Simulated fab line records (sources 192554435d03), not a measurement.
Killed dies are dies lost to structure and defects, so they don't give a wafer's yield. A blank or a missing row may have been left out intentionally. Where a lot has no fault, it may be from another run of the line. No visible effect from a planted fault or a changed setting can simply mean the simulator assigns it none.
fab line records	flow n5_finfet
record: lots: 6	wafers: 18	last_day: 17
route steps=1938 shown BEOL_M14@1763 BEOL_M15@1773 PASSIVATION@1936
lots that met no fault: from a run of the same line without faults
start_h: the number of hours between the record's first day and the start of the first shown wafer of the lot	wait_h: hours elapsed since this lot's preceding step	" repeats the value in the row above	L1.1+2: a row that stands for several wafers	- value missing, or start not given	* or withheld: withheld	< > ~ a bound
route shown NAME@n: names a module that has steps shown in the file, with the first one's number in the route	usual: average and standard deviation across the fault-free wafers	same: alike in all rows	chamber/n: place in a boat	sites: readings site by site	_std_site: standard deviation of those values	_edge_site: inner sites' mean taken away from outer sites' mean	radius_mm: for every site, how far away it sits from the centre of the wafer	mask NAME#n: copy n	behind: tool/chamber where the wafer was last shaped	hold: what put the lot on hold/how long, in hours/how the hold closed	device: transistor that didn't switch, given as n, p or np	end of line: tests of these same wafers at the route's end	a step with no rows: only its recipe	killed: at the first sort, the dies lost to defects and structure; wafer yield is something else	map: dies across one wafer; x = killed, . = not, _ = none there
set.NAME: the setting that was run; set.NAME@STEP: the one run at that earlier step	model.NAME: the simulator's own value behind a step, which no gauge read
a table for each step, a row for each wafer; lots at some steps of the route
services: the hour from which a tool's chamber was out of use, counted from the record's first day as start_h (under 0 if before that day), plus the number of hours and why
== steps ==
step: N5_BEOL_M14_SPUTTER_44
recipe: material: Ta	target_thk_a: 150	temp_c: 50	bias_v: 80	power_w: 15000	chamber_pressure_pa: 0.07	time_s: 24.19
step: N5_BEOL_M14_SPUTTER_45
recipe: material: Cu	target_thk_a: 1000	temp_c: -20	bias_v: 60	power_w: 26000	chamber_pressure_pa: 0.13	time_s: 16.67
step: N5_BEOL_M14_ECD_47
recipe: material: Cu	target_thk_a: 12480
step: N5_BEOL_M14_ANNEAL_48
recipe: temp_c: 225	time_s: 90	ambient: N2
usual: wafer_temp_C_max: 225.65/0.22
lot.wafer	tool	chamber	start_h	wait_h	wafer_temp_C_max
L323.1	rtp_anneal-02	0	247.03	0.1	225.85
L323.5	"	0	"	"	225.83
L323.6	"	0	"	"	225.75
L325.1	rtp_anneal-01	0	265.90	0.1	225.50
L325.3	"	0	"	"	225.80
L325.6	"	0	"	"	225.61
L330.4	rtp_anneal-02	0	293.98	0.7	225.63
L330.5	"	0	"	"	226.03
L330.6	"	0	"	"	225.78
L332.1	rtp_anneal-01	0	309.48	0.4	225.36
L332.3	"	0	"	"	225.70
L332.4	"	0	"	"	225.25
L337.1	rtp_anneal-02	0	333.00	0.1	225.78
L337.4	"	0	"	"	225.51
L337.6	"	0	"	"	225.52
L346.2	rtp_anneal-02	0	387.44	0.2	225.87
L346.4	"	0	"	"	225.86
L346.5	"	0	"	"	225.72
step: N5_BEOL_M14_CMP_49
recipe: stop_on: SiO2	t_overpolish_s: 5.2	down_force_psi: 2	platen_rpm: 80	clearing_platen_down_force_psi: 2	clearing_platen_rpm: 80	post_cmp_clean: cu_alkaline	target_thk_nm: 560	clearing_platen_pad_velocity_m_s: 1.5917	pad_velocity_m_s: 1.5917
step: N5_BEOL_M14_THK_MEAS_50
recipe: thk_meas_gauge: xrf	reads: Cu_of_BEOL_M14_ECD_47
usual: M14_THK: 560/10
lot.wafer	tool	chamber	start_h	wait_h	M14_THK[nm]
L323.1	film_metro-02	-	247.62	-	555
L323.5	"	-	"	"	549
L323.6	"	-	"	"	538
L325.1	film_metro-01	-	266.51	-	562
L325.3	"	-	"	"	553
L325.6	"	-	"	"	566
L330.4	film_metro-01	-	294.45	-	564
L330.5	"	-	"	"	561
L330.6	"	-	"	"	567
L332.1	film_metro-01	-	310.07	-	559
L332.3	"	-	"	"	564
L332.4	"	-	"	"	564
L337.1	film_metro-02	-	333.61	-	562
L337.4	"	-	"	"	555
L337.6	"	-	"	"	571
L346.2	film_metro-01	-	388.00	-	570
L346.4	"	-	"	"	578
L346.5	"	-	"	"	585
step: N5_BEOL_M14_PRE_CLEAN_52
recipe: gas: NH3	time_s: 15	temp_c: withheld	rf_power_w: 300
step: N5_BEOL_M14_DEP_53
recipe: material: SiCN	target_thk_a: 500	temp_c: withheld	precursor: 3MS/NH3	pressure_torr: 3	rf_w: 675	time_s: 17.8
usual: chamber_pressure_Torr: 3.001/0.0067	showerhead_plenum_p_Torr: 4.153/0.022	showerhead_vpp_V: 1625/71	throttle_valve_pct: 18.1/1.1
lot.wafer	tool	chamber	start_h	wait_h	chamber_pressure_Torr	showerhead_plenum_p_Torr	showerhead_vpp_V	since_wet_clean_h	throttle_valve_pct
L323.1	pecvd-03	0	247.69	0.0	2.996	4.164	1608	1133	18.7
L323.5	"	2	"	"	3.000	4.134	1550	-	16.6
L323.6	"	0	"	"	2.987	4.161	1603	-	18.8
L325.1	pecvd-03	1	266.57	0.0	3.011	4.173	1731	1877	19.9
L325.3	"	0	"	"	2.995	4.171	1606	1152	18.7
L325.6	"	0	"	"	3.004	4.167	1607	-	18.3
L330.4	pecvd-02	2	294.53	0.0	3.006	4.128	1552	-	16.8
L330.5	"	1	"	"	2.999	4.188	1711	-	19.0
L330.6	"	0	"	"	2.999	4.140	1678	-	18.4
L332.1	pecvd-02	1	310.13	0.0	3.002	4.197	1709	1558	19.1
L332.3	"	0	"	"	2.989	4.123	1660	833	18.4
L332.4	"	2	"	"	2.994	4.123	1541	-	16.8
L337.1	pecvd-03	1	333.67	0.0	2.994	4.166	1698	1944	19.8
L337.4	"	1	"	"	3.004	4.173	1747	-	19.8
L337.6	"	0	"	"	3.003	4.184	1614	-	18.6
L346.2	pecvd-04	1	388.06	0.0	2.997	4.148	1622	1817	16.8
L346.4	"	0	"	"	2.993	4.138	1532	-	17.6
L346.5	"	2	"	"	3.005	4.130	1575	-	17.2
step: N5_BEOL_M14_RS_MEAS_54
recipe: thk_meas_gauge: four-point-probe	reads: Cu_of_BEOL_M14_ECD_47+Ta_of_BEOL_M14_SPUTTER_44+TaN_of_BEOL_M14_SPUTTER_43
usual: M14_RS: 0.0332/0.0006
lot.wafer	tool	chamber	start_h	wait_h	M14_RS[ohm/sq]
L323.1	film_metro-01	-	247.75	0.0	0.0333
L323.5	"	-	"	"	0.0334
L323.6	"	-	"	"	0.0343
L325.1	film_metro-01	-	266.64	0.0	0.0334
L325.3	"	-	"	"	0.0337
L325.6	"	-	"	"	0.0330
L330.4	film_metro-02	-	294.58	0.0	0.0334
L330.5	"	-	"	"	0.0333
L330.6	"	-	"	"	0.0331
L332.1	film_metro-01	-	310.20	0.0	0.0332
L332.3	"	-	"	"	0.0330
L332.4	"	-	"	"	0.0330
L337.1	film_metro-01	-	333.74	0.0	0.0332
L337.4	"	-	"	"	0.0337
L337.6	"	-	"	"	0.0330
L346.2	film_metro-01	-	388.14	0.1	0.0327
L346.4	"	-	"	"	0.0320
L346.5	"	-	"	"	0.0318
step: N5_BEOL_M14_INSPECT_55
recipe: inspect_instrument: darkfield	mode: post_dep
usual: raw_defect_count: 69/20
lot.wafer	tool	chamber	start_h	wait_h	raw_defect_count
L323.1	defect_inspect-02	-	247.78	0.0	52
L323.5	"	-	"	"	80
L323.6	"	-	"	"	54
L325.1	defect_inspect-01	-	266.66	0.0	38
L325.3	"	-	"	"	32
L325.6	"	-	"	"	32
L330.4	defect_inspect-02	-	294.61	0.0	60
L330.5	"	-	"	"	82
L330.6	"	-	"	"	52
L332.1	defect_inspect-01	-	310.22	0.0	59
L332.3	"	-	"	"	48
L332.4	"	-	"	"	58
L337.1	defect_inspect-01	-	333.76	0.0	76
L337.4	"	-	"	"	79
L337.6	"	-	"	"	53
L346.2	defect_inspect-02	-	388.17	0.0	77
L346.4	"	-	"	"	77
L346.5	"	-	"	"	48
step: N5_BEOL_M15_ILD_DEP_00
recipe: material: SiO2	target_thk_a: 16293	temp_c: 400	precursor: TEOS/O2	pressure_torr: 6.5	rf_w: 900	teos_flow_sccm: 161.4	gas: O2	flow_sccm: 2650	time_s: 346.1
usual: chamber_pressure_Torr: 6.501/0.014	heater_power_w: 518/95	showerhead_plenum_p_Torr: 8.33/0.041	showerhead_vpp_V: 1856/65	throttle_valve_pct: 18.4/0.74
lot.wafer	tool	chamber	start_h	wait_h	chamber_pressure_Torr	heater_power_w	showerhead_plenum_p_Torr	showerhead_vpp_V	since_wet_clean_h	throttle_valve_pct
L323.1	pecvd-04	0	247.82	0.0	6.500	445	8.33	1771	952	18.1
L323.5	"	0	"	"	6.505	370	8.31	1763	-	18.2
L323.6	"	1	"	"	6.515	645	8.31	1865	-	17.5
L325.1	pecvd-02	2	266.70	0.0	6.480	520	8.30	1778	35	17.6
L325.3	"	0	"	"	6.488	532	8.30	1920	789	19.0
L325.6	"	0	"	"	6.520	612	8.29	1936	-	19.1
L330.4	pecvd-01	1	294.75	0.1	6.509	491	8.40	1886	-	18.8
L330.5	"	0	"	"	6.490	458	8.31	1791	-	18.9
L330.6	"	2	"	"	6.507	473	8.28	1891	-	17.9
L332.1	pecvd-02	1	310.26	0.0	6.492	528	8.39	1938	1558	19.7
L332.3	"	0	"	"	6.502	517	8.30	1968	833	19.1
L332.4	"	0	"	"	6.516	604	8.32	1934	-	18.6
L337.1	pecvd-04	0	333.81	0.0	6.487	502	8.31	1756	1038	18.3
L337.4	"	2	"	"	6.511	709	8.33	1849	-	17.9
L337.6	"	1	"	"	6.501	551	8.31	1857	-	17.4
L346.2	pecvd-01	0	388.20	0.0	6.502	512	8.33	1764	1455	18.8
L346.4	"	1	"	"	6.491	526	8.40	1915	-	19.0
L346.5	"	1	"	"	6.508	378	8.42	1856	-	19.0
step: N5_BEOL_M15_THK_MEAS_01
recipe: reads: SiO2_of_BEOL_M15_ILD_DEP_00
usual: M15_ILD_THK: 1636/20
lot.wafer	tool	chamber	start_h	wait_h	M15_ILD_THK[nm]
L323.1	film_metro-02	-	248.17	0.2	1616
L323.5	"	-	"	"	1655
L323.6	"	-	"	"	1672
L325.1	film_metro-01	-	266.95	0.1	1604
L325.3	"	-	"	"	1627
L325.6	"	-	"	"	1640
L330.4	film_metro-01	-	294.89	0.0	1660
L330.5	"	-	"	"	1650
L330.6	"	-	"	"	1641
L332.1	film_metro-02	-	310.51	0.1	1623
L332.3	"	-	"	"	1627
L332.4	"	-	"	"	1648
L337.1	film_metro-02	-	334.06	0.1	1608
L337.4	"	-	"	"	1639
L337.6	"	-	"	"	1621
L346.2	film_metro-01	-	388.56	0.3	1632
L346.4	"	-	"	"	1634
L346.5	"	-	"	"	1647
step: N5_BEOL_M15_COAT_58
recipe: resist: BARC	temp_c: 205	time_s: 60	spin_rpm: 1500	resist_thk_nm: 89
usual: spin_speed_rpm: 1500.0/1
lot.wafer	tool	chamber	start_h	wait_h	spin_speed_rpm	model.BARC_of_BEOL_M15_COAT_58.thk_nm
L323.1	litho_track-05	0	248.21	0.0	1501.7	89.2
L323.5	"	0	"	"	1499.4	89.2
L323.6	"	0	"	"	1499.7	89.2
L325.1	litho_track-03	0	266.98	0.0	1500.4	89
L325.3	"	0	"	"	1500.5	89.2
L325.6	"	0	"	"	1499.0	89
L330.4	litho_track-05	0	294.93	0.0	1644.6	84.8
L330.5	"	0	"	"	1644.2	85.2
L330.6	"	0	"	"	1645.6	84.8
L332.1	litho_track-05	0	310.54	0.0	1644.5	85.4
L332.3	"	0	"	"	1644.3	85.2
L332.4	"	0	"	"	1645.4	85.2
L337.1	litho_track-03	0	334.09	0.0	1499.4	89.4
L337.4	"	0	"	"	1501.8	89.4
L337.6	"	0	"	"	1502.0	89.6
L346.2	litho_track-01	0	388.59	0.0	1499.9	89.2
L346.4	"	0	"	"	1497.3	89.4
L346.5	"	0	"	"	1498.8	89.4
step: N5_BEOL_M15_COAT_04
recipe: spin_rpm: 1704	resist_thk_nm: 800
step: N5_BEOL_M15_EBR_06
recipe: solvent: PGMEA	ebr_width_mm: 1.5
step: N5_BEOL_M15_SOFTBAKE_05
recipe: temp_c: 130	time_s: 60
step: N5_BEOL_M15_EXPOSE_07
recipe: mask_id: V14	na: 0.8	source_shape: annular	sigma_inner: 0.5	sigma_outer: 0.8	polarization: unpolarized	attpsm_phase_deg: 180	dose_mj: 41.25
step: N5_BEOL_M15_PEB_08
recipe: peb_temp_c: 130	peb_time_s: 90
step: N5_BEOL_M15_DEVELOP_09
recipe: develop_time_s: 45	rinse_liquid: diw	dry: air_spin	dev_temp_c: 21
step: N5_BEOL_M15_HARDBAKE_14
recipe: temp_c: 130	time_s: 120
step: N5_BEOL_M15_CD_MEAS_10
recipe: target_cd_nm: 360	landing_energy_ev: 500	detector: se_inlens	polarity: opening
usual: cd_nm: 360.4/1.1
lot.wafer	tool	chamber	start_h	wait_h	cd_nm
L323.1	cd_sem-01	0	248.48	-	360.2
L323.5	"	0	"	"	360.3
L323.6	"	0	"	"	358.3
L325.1	cd_sem-02	0	267.25	-	361.8
L325.3	"	0	"	"	360.7
L325.6	"	0	"	"	360.0
L330.4	cd_sem-01	0	295.33	-	359.5
L330.5	"	0	"	"	358.3
L330.6	"	0	"	"	359.8
L332.1	cd_sem-03	0	310.82	-	361.2
L332.3	"	0	"	"	359.3
L332.4	"	0	"	"	359.8
L337.1	cd_sem-01	0	334.49	-	360.3
L337.4	"	0	"	"	360.2
L337.6	"	0	"	"	360.4
L346.2	cd_sem-03	0	388.87	-	361.1
L346.4	"	0	"	"	360.5
L346.5	"	0	"	"	360.4
step: N5_BEOL_M15_OVL_MEAS_11
recipe: points_per_wafer: 44
usual: V14_OVL: 2/5.2
lot.wafer	tool	chamber	start_h	wait_h	V14_OVL[nm]
L323.1	overlay-02	0	248.51	0.0	-5
L323.5	"	0	"	"	2
L323.6	"	0	"	"	7
L325.1	overlay-01	0	267.28	0.0	-1
L325.3	"	0	"	"	-1
L325.6	"	0	"	"	-3
L330.4	overlay-01	0	295.35	0.0	-6
L330.5	"	0	"	"	-2
L330.6	"	0	"	"	-4
L332.1	overlay-01	0	310.85	0.0	1
L332.3	"	0	"	"	2
L332.4	"	0	"	"	4
L337.1	overlay-02	0	334.52	0.0	-1
L337.4	"	0	"	"	4
L337.6	"	0	"	"	-1
L346.2	overlay-01	0	388.90	0.0	13
L346.4	"	0	"	"	11
L346.5	"	0	"	"	8
step: N5_BEOL_M15_INSPECT_12
recipe: mode: adi	inspect_instrument: macro
usual: raw_defect_count: 2.0/1.5
lot.wafer	tool	chamber	start_h	wait_h	raw_defect_count
L323.1	defect_inspect-02	-	248.53	0.0	5
L323.5	"	-	"	"	3
L323.6	"	-	"	"	3
L325.1	defect_inspect-02	-	267.31	0.0	6
L325.3	"	-	"	"	1
L325.6	"	-	"	"	1
L330.4	defect_inspect-01	-	295.38	0.0	4
L330.5	"	-	"	"	1
L330.6	"	-	"	"	0
L332.1	defect_inspect-01	-	310.87	0.0	3
L332.3	"	-	"	"	0
L332.4	"	-	"	"	4
L337.1	defect_inspect-01	-	334.54	0.0	4
L337.4	"	-	"	"	1
L337.6	"	-	"	"	1
L346.2	defect_inspect-02	-	388.92	0.0	4
L346.4	"	-	"	"	1
L346.5	"	-	"	"	2
step: N5_BEOL_M15_DESCUM_15
recipe: chemistry: O2	time_s: 7.9	source_power_w: 50	bias_power_w: 20	pressure_mtorr: 20	rf_frequency_hz: 2.712e+07	temp_c: 40	o2_flow_sccm: 225
usual: drypump_motor_current_A: 5.8/0.41	oes_product_au: 0.78/0.068	rf_vpp_V: 243.2/1.5	showerhead_plenum_p_Torr: 2.10/0.084	temp_c: 40.00/0.11	throttle_valve_pct: 20.45/0.18
lot.wafer	tool	chamber	start_h	wait_h	drypump_motor_current_A	oes_product_au	rf_hours_counter_h	rf_vpp_V	showerhead_plenum_p_Torr	temp_c	throttle_valve_pct
L323.1	rie_diel-03	1	248.85	0.3	6.0	0.71	210	241.3	1.99	40.04	20.47
L323.5	"	2	"	"	6.2	0.82	-	244.2	2.11	39.96	20.22
L323.6	"	1	"	"	6.0	0.72	-	241.8	1.99	39.93	20.47
L325.1	rie_diel-05	1	267.34	0.0	5.3	0.84	83	243.9	2.20	39.93	20.24
L325.3	"	2	"	"	5.4	0.83	98	243.4	2.21	39.81	20.40
L325.6	"	1	"	"	5.3	0.83	-	245.4	2.20	40.17	20.27
L330.4	rie_diel-04	0	295.43	0.0	6.2	0.71	-	243.7	2.08	40.01	20.44
L330.5	"	1	"	"	5.4	0.82	-	241.4	2.02	40.01	20.80
L330.6	"	3	"	"	6.0	0.72	-	242.4	1.99	39.85	20.39
L332.1	rie_diel-03	0	310.90	0.0	5.4	0.72	189	242.8	2.07	40.13	20.60
L332.3	"	3	"	"	6.1	0.86	58	243.3	2.21	40.16	20.54
L332.4	"	3	"	"	6.1	0.86	-	245.3	2.21	40.17	20.51
L337.1	rie_diel-03	3	335.17	0.6	6.1	0.84	70	244.9	2.21	40.03	20.53
L337.4	"	1	"	"	6.0	0.70	244	242.4	1.98	40.09	20.52
L337.6	"	1	"	"	6.0	0.70	-	240.8	1.98	39.92	20.52
L346.2	rie_diel-03	2	389.39	0.5	6.2	0.77	132	244.2	2.09	40.27	20.27
L346.4	"	1	"	"	6.0	0.95	4	246.3	2.24	40.06	20.15
L346.5	"	2	"	"	6.1	0.77	-	242.6	2.09	40.12	20.25
step: N5_BEOL_M15_ETCH_59
recipe: chemistry: N2/H2	target: BARC	target_depth_a: 890	overetch_a: 267	time_s: 67.9	ion_energy_ev: 200	pressure_mtorr: 30	source_w: 840	bias_w: 150	n2_flow_sccm: 200	h2_flow_sccm: 200
usual: drypump_motor_current_A: 5.8/0.41	oes_product_au: 0.67/0.056	rf_vpp_V: 524.2/3	showerhead_plenum_p_Torr: 2.55/0.11	throttle_valve_pct: 17.92/0.2
lot.wafer	tool	chamber	start_h	wait_h	drypump_motor_current_A	oes_product_au	rf_hours_counter_h	rf_vpp_V	showerhead_plenum_p_Torr	throttle_valve_pct	model.etch.depth_nm
L323.1	rie_diel-03	1	248.88	0.0	6.0	0.61	210	521.4	2.40	17.89	89.1
L323.5	"	2	"	"	6.2	0.70	-	524.8	2.57	17.65	89.17
L323.6	"	1	"	"	6.0	0.62	-	519.7	2.40	17.89	89.25
L325.1	rie_diel-05	1	267.38	0.0	5.4	0.71	83	525.5	2.68	17.70	89.03
L325.3	"	2	"	"	5.4	0.70	98	527.7	2.67	17.95	89.14
L325.6	"	1	"	"	5.3	0.72	-	528.7	2.68	17.70	89.06
L330.4	rie_diel-04	0	295.47	0.0	6.3	0.60	-	523.6	2.52	17.82	84.89
L330.5	"	1	"	"	5.4	0.67	-	521.2	2.46	18.29	85.16
L330.6	"	3	"	"	6.0	0.59	-	521.3	2.42	17.90	84.79
L332.1	rie_diel-03	0	310.94	0.0	5.4	0.61	189	524.5	2.53	18.02	85.35
L332.3	"	3	"	"	6.1	0.72	58	528.1	2.70	18.08	85.22
L332.4	"	3	"	"	6.1	0.72	-	527.7	2.70	18.08	85.2
L337.1	rie_diel-03	3	335.21	0.0	6.1	0.73	70	528.5	2.69	18.11	89.4
L337.4	"	1	"	"	6.0	0.59	244	519.1	2.39	17.95	89.41
L337.6	"	1	"	"	6.0	0.60	-	518.7	2.39	17.94	89.57
L346.2	rie_diel-03	2	389.43	0.0	6.1	0.67	132	524.0	2.55	17.71	89.19
L346.4	"	1	"	"	6.0	0.82	4	528.0	2.70	17.52	89.45
L346.5	"	2	"	"	6.2	0.67	-	525.3	2.55	17.73	89.46
step: N5_BEOL_M15_VIA_ETCH_16
recipe: chemistry: C4F8/O2/Ar	target: SiO2	he_inner_torr: 15	he_outer_torr: 30	target_depth_a: 17922	time_s: withheld	ion_energy_ev: 800	pressure_mtorr: 20	source_w: 1905	bias_w: 2040	Ar_flow_sccm: 400	C4F8_flow_sccm: 16	O2_flow_sccm: 12	ends: cleared
usual: drypump_motor_current_A: 5.8/0.41	oes_product_au: 0.70/0.061	rf_vpp_V: 2210/21	showerhead_plenum_p_Torr: 3.45/0.13	throttle_valve_pct: 30.90/0.24
lot.wafer	tool	chamber	start_h	wait_h	drypump_motor_current_A	oes_product_au	rf_vpp_V	showerhead_plenum_p_Torr	throttle_valve_pct
L323.1	rie_diel-03	1	248.94	0.0	6.0	0.66	2176	3.28	30.85
L323.5	"	2	"	"	6.1	0.74	2222	3.46	30.64
L323.6	"	1	"	"	6.0	0.65	2176	3.28	30.87
L325.1	rie_diel-05	1	267.43	0.0	5.3	0.76	2216	3.61	30.76
L325.3	"	2	"	"	5.4	0.74	2235	3.59	30.78
L325.6	"	1	"	"	5.3	0.76	2214	3.61	30.77
L330.4	rie_diel-04	0	295.62	0.1	6.3	0.63	2208	3.40	30.66
L330.5	"	1	"	"	5.4	0.73	2175	3.34	31.43
L330.6	"	3	"	"	6.0	0.65	2177	3.27	30.78
L332.1	rie_diel-03	0	310.99	0.0	5.4	0.65	2229	3.42	31.03
L332.3	"	3	"	"	6.1	0.78	2221	3.64	31.18
L332.4	"	3	"	"	6.1	0.78	2224	3.64	31.17
L337.1	rie_diel-03	3	335.26	0.0	6.1	0.77	2222	3.63	31.19
L337.4	"	1	"	"	6.0	0.62	2174	3.26	30.89
L337.6	"	1	"	"	6.0	0.62	2175	3.26	30.90
L346.2	rie_diel-03	2	389.48	0.0	6.2	0.69	2221	3.44	30.67
L346.4	"	1	"	"	6.0	0.85	2210	3.66	30.63
L346.5	"	2	"	"	6.2	0.69	2221	3.44	30.67
step: N5_PASSIVATION_PROBE_49
usual: defect_limited_yield: 91.2/1.4	killed_at_M0_to_M3: 34/9.4	killed_at_M4_up: 13/5.8	killed_at_contacts: 13/6.4	killed_at_front_end: 41/11	killed_at_other: 3.1/2.3	killed_dies: 103/16	killed_open: 69/12	killed_short: 33/7.8	sort_bin_5_function: 5.1/0.91	sort_bin_6_memory: 3.3/0.63	sort_n_pass: 1077/16	sort_yield_pct: 91.2/1.4
same: gross_dies: 1180	killed_at_back_side: 0	sort_bin_4_leakage[%]: 0	sort_bin_8_speed[%]: 0
lot.wafer	tool	chamber	start_h	wait_h	defect_limited_yield[%]	killed_at_M0_to_M3	killed_at_M4_up	killed_at_contacts	killed_at_front_end	killed_at_other	killed_dies	killed_open	killed_short	sort_bin_5_function[%]	sort_bin_6_memory[%]	sort_n_pass	sort_yield_pct[%]
L323.1	prober-01	-	270.37	0.0	91.4	14	11	29	47	1	102	73	23	5.0	3.1	1078	91.4
L323.5	prober-01	-	270.57	0.2	90.8	40	18	12	30	8	108	72	35	5.8	3.2	1072	90.8
L323.6	prober-01	-	270.62	0.3	89.7	25	22	24	47	3	121	87	33	5.1	4.7	1059	89.7
L330.4	prober-01	-	314.08	0.2	92.0	34	13	8	38	1	94	65	29	4.5	3.2	1086	92.0
L330.5	prober-01	-	314.13	0.2	91.6	34	10	8	46	1	99	67	31	5.2	2.9	1081	91.6
L330.6	prober-01	-	314.18	0.3	92.7	29	13	1	40	3	86	57	29	3.6	3.3	1094	92.7
killed by level:class
L323.1 MOL_CONTACT_COAG:geometric_particle:open=26 STI_FIN_REVEAL:geometric_particle:open=19 BEOL_M0_SAQP:geometric_particle:open=6 FIN_SAQP:geometric_particle:short=5 HKMG_FIN:area_etch=5 GATE_CUT:geometric_particle:open=4 FIN_SAQP:geometric_particle:open=3 MOL_CONTACT_COAG:geometric_particle:short=3
L323.5 STI_FIN_REVEAL:geometric_particle:open=12 MOL_CONTACT_COAG:geometric_particle:open=12 BEOL_M4:geometric_particle:open=8 BEOL_M1:geometric_particle:open=7 BEOL_M3:geometric_particle:short=7 BEOL_M3:geometric_particle:open=6 BEOL_M0_SAQP:geometric_particle:open=6 BEOL_M2:geometric_particle:open=6
L323.6 MOL_CONTACT_COAG:geometric_particle:open=21 STI_FIN_REVEAL:geometric_particle:open=17 BEOL_M4:geometric_particle:open=13 GATE_CUT:geometric_particle:open=10 GATE_CUT:geometric_particle:short=6 STI_FIN_REVEAL:geometric_particle:short=4 BEOL_M0_SAQP:geometric_particle:short=4 BEOL_M1:geometric_particle:short=4
L330.4 STI_FIN_REVEAL:geometric_particle:open=18 BEOL_M0_SAQP:geometric_particle:short=11 BEOL_M4:geometric_particle:open=9 MOL_CONTACT_COAG:geometric_particle:open=7 BEOL_M0_SAQP:geometric_particle:open=7 DUMMY_GATE:geometric_particle:open=5 BEOL_M1:geometric_particle:open=5 BEOL_M3:geometric_particle:open=5
L330.5 STI_FIN_REVEAL:geometric_particle:open=25 BEOL_M0_SAQP:geometric_particle:open=12 BEOL_M0_SAQP:geometric_particle:short=10 MOL_CONTACT_COAG:geometric_particle:open=7 STI_FIN_REVEAL:geometric_particle:short=6 ILD0:geometric_particle:short=4 BEOL_M3:geometric_particle:open=4 BEOL_M1:geometric_particle:open=3
L330.6 STI_FIN_REVEAL:geometric_particle:open=12 BEOL_M3:geometric_particle:open=11 BEOL_M1:geometric_particle:open=7 STI_FIN_REVEAL:geometric_particle:short=6 DUMMY_GATE:geometric_particle:open=5 BEOL_M0_SAQP:geometric_particle:short=4 BEOL_M4:geometric_particle:open=4 FIN_SAQP:geometric_particle:short=3
== services ==
tool	chamber	start_h	hours	kind
pecvd-02	-	227.83	0.8	repair
pecvd-04	2	239.49	10.0	repair
rie_diel-05	3	242.10	-	clean
rie_diel-05	3	242.10	-	consumable_replace:focus_ring
rie_diel-05	3	242.10	27.1	scheduled_down
rie_diel-05	3	242.10	27.1	vent_cycle
rie_diel-05	1	245.40	1.7	repair
pecvd-02	1	254.31	5.5	scheduled_down
rie_diel-04	2	270.32	2.7	repair
pecvd-03	-	275.77	0.4	repair
pecvd-03	-	280.65	5.5	pm
rie_diel-04	2	293.38	3.7	repair
pecvd-01	0	308.57	10.3	repair
pecvd-04	-	324.79	6.0	pm
pecvd-01	-	334.76	2.8	pm
rie_diel-03	1	352.01	-	clean
rie_diel-03	1	352.01	-	consumable_replace:focus_ring
rie_diel-03	1	352.01	-	consumable_replace:showerhead
rie_diel-03	1	352.01	10.5	scheduled_down
rie_diel-03	1	352.01	10.5	vent_cycle
rie_diel-03	-	370.21	10.0	pm
rie_diel-04	2	373.47	3.8	repair
pecvd-02	2	380.61	2.1	scheduled_down
pecvd-01	-	383.50	1.4	repair
== key ==
first_sign: step: N5_BEOL_M15_COAT_58	reading: spin_speed_rpm	direction: up	sigmas: 99+	usual: *	struck: *
effect none on later readings
model_effect: step: N5_BEOL_M15_COAT_58	value: BARC_of_BEOL_M15_COAT_58.thk_nm	without: 89.13	struck: 85.1
model_effect: step: N5_BEOL_M15_ETCH_59	value: etch.depth_nm	without: 89.12	struck: 85.1
met_at N5_BEOL_M15_COAT_58
struck_wafers L330.4,L330.5,L330.6,L332.1,L332.3,L332.4
onset_between 248.21 294.93
fault: kind: process_parameter_drift	tool: litho_track-05	chamber: -	onset_h: 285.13	steps: N5_BEOL_M15_COAT_58	channel: spin_rpm	offset: *	shape: step	end_h: 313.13	acts_in: *	stated: *
